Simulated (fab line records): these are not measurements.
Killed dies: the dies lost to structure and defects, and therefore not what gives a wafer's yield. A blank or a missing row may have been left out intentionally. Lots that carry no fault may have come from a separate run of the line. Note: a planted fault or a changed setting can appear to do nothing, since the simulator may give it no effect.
Struck lot and sound lot, side by side :: flow n5 finfet :: 25 steps out of a route of 1938
Sound: wafers L494.2, L494.3, L494.5. The struck wafers were L483.1, L483.3, L483.6. The cause is named last.
Per side, at each step with rows, come the tool, then ch with its chambers, and then its first start. Under that, the readings that differ: sound wafers :: struck wafers :: difference of the means :: sigmas: that difference in standard deviations of wafers without a fault.
alike: a reading whose means differ by less than 2 such deviations, as well as words and numbers matching on both sides. not compared: withheld readings; readings where some wafer has no value; bounds like >300 that might hide an equal value; numbers whose values overlap and for which the record gives no deviation.
A row with sigmas, a row that says differs or no value, or rows on one side alone: a step with any of these is where the two part. Numbers that have no deviation but don't overlap get no sigmas and don't part them. A reading missing from all wafers of one side parts the sides only when that side holds two or more wafers.

first, 8 steps without rows for these wafers: N5_BEOL_M8_DEVELOP_10 (develop time 30 s); N5_BEOL_M8_DESCUM_16 (chemistry O2, time 7.9 s); N5_BEOL_M8_ETCH_61 (etches SiARC in CF4, target depth 45.5 nm, time 75.8 s); N5_BEOL_M8_ETCH_62 (etches SOC in N2/H2, target depth 110 nm, overetch 22 nm, time 165 s); N5_BEOL_M8_STRIP_68 (strips in N2/H2); N5_BEOL_M8_STRIP_67 (strips in CF4); N5_BEOL_M8_HM_OPEN_17 (chemistry Cl2/BCl3, target TiN, target depth 20 nm, overetch 6 nm); N5_BEOL_M8_STRIP_19 (strips in O2).
N5_BEOL_M8_COAT_63: time 60 s, resist thk 60 nm.
  sound on litho track-05 ch 0, day 15 01:35; struck on litho track-03 ch 0, day 13 00:07
reading: spin speed rpm (rpm)
sound: 1499.8 1499.3 1500.5
struck: 1462.3 1461.4 1461.8
difference: -38.0
sigmas: -35

reading: model.SOC_of_BEOL_M8_COAT_63.thk nm (nm)
sound: 59.8 59.8 59.8
struck: 60.8 61 61
difference: +1.1
sigmas: 
  alike: exhaust pa
then, 11 steps without rows for these wafers: N5_BEOL_M8_COAT_64 (time 60 s, resist thk 12 nm); N5_BEOL_M8_COAT_71 (time 60 s, resist thk 5 nm); N5_BEOL_M8_COAT_22 (resist thk 30 nm); N5_BEOL_M8_EBR_24; N5_BEOL_M8_SOFTBAKE_23 (time 60 s); N5_BEOL_M8_EXPOSE_25 (exposes mask V7, target cd 40 nm); N5_BEOL_M8_PEB_26 (peb time 60 s); N5_BEOL_M8_DEVELOP_27 (develop time 30 s); N5_BEOL_M8_DESCUM_33 (chemistry O2, time 7 s); N5_BEOL_M8_ETCH_72 (etches underlayer in N2/H2, target depth 6.5 nm, time 5.2 s); N5_BEOL_M8_ETCH_65 (etches SiARC in CF4, target depth 15.6 nm, time 26 s).
N5_BEOL_M8_ETCH_66: etches SOC in N2/H2, target depth 80 nm, overetch 16 nm, time 120 s.
  sound on rie diel-01 ch 1,3, day 15 02:24; struck on rie diel-06 ch 0,1,2, day 13 00:56
reading: throttle valve pct (%)
sound: 17.51 17.38 17.53
struck: 18.15 17.93 18.17
difference: +0.61
sigmas: +2

reading: model.etch.depth nm (nm)
sound: 59.79 59.84 59.73
struck: 60.83 60.96 60.99
difference: +1.14
sigmas: 
  alike: drypump motor current A, oes product au, rf vpp V, showerhead plenum p Torr
  not compared: rf hours counter h
then, 2 steps without rows for these wafers: N5_BEOL_M8_STRIP_69 (strips in N2/H2); N5_BEOL_M8_STRIP_73 (strips in N2/H2).
N5_BEOL_M8_VIA_ETCH_34: etches SiCOH lowk in C4F6/O2, target depth 125.5 nm, time 50.5 s.
  sound on rie diel-01 ch 1,3, day 15 02:30; struck on rie diel-06 ch 0,1,2, day 13 01:02
reading: throttle valve pct (%)
sound: 20.60 20.48 20.59
struck: 21.22 21.02 21.47
difference: +0.68
sigmas: +2

reading: model.SOC_of_BEOL_M8_COAT_63.thk nm (nm)
sound: 53.6 53.8 53.6
struck: 54.8 54.8 55
difference: +1.2
sigmas: 
  alike: drypump motor current A, oes product au, rf vpp V, showerhead plenum p Torr
  not compared: rf hours counter h
then, 1 step without rows for these wafers: N5_BEOL_M8_STRIP_76 (strips in C4F6/O2).

## WHERE THEY PART
Earliest at N5_BEOL_M8_COAT_63; latest, in this record, at N5_BEOL_M8_VIA_ETCH_34.

WHY: the cause the simulator had injected
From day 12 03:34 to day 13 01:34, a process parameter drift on litho track-03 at N5_BEOL_M8_COAT_63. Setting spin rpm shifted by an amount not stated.
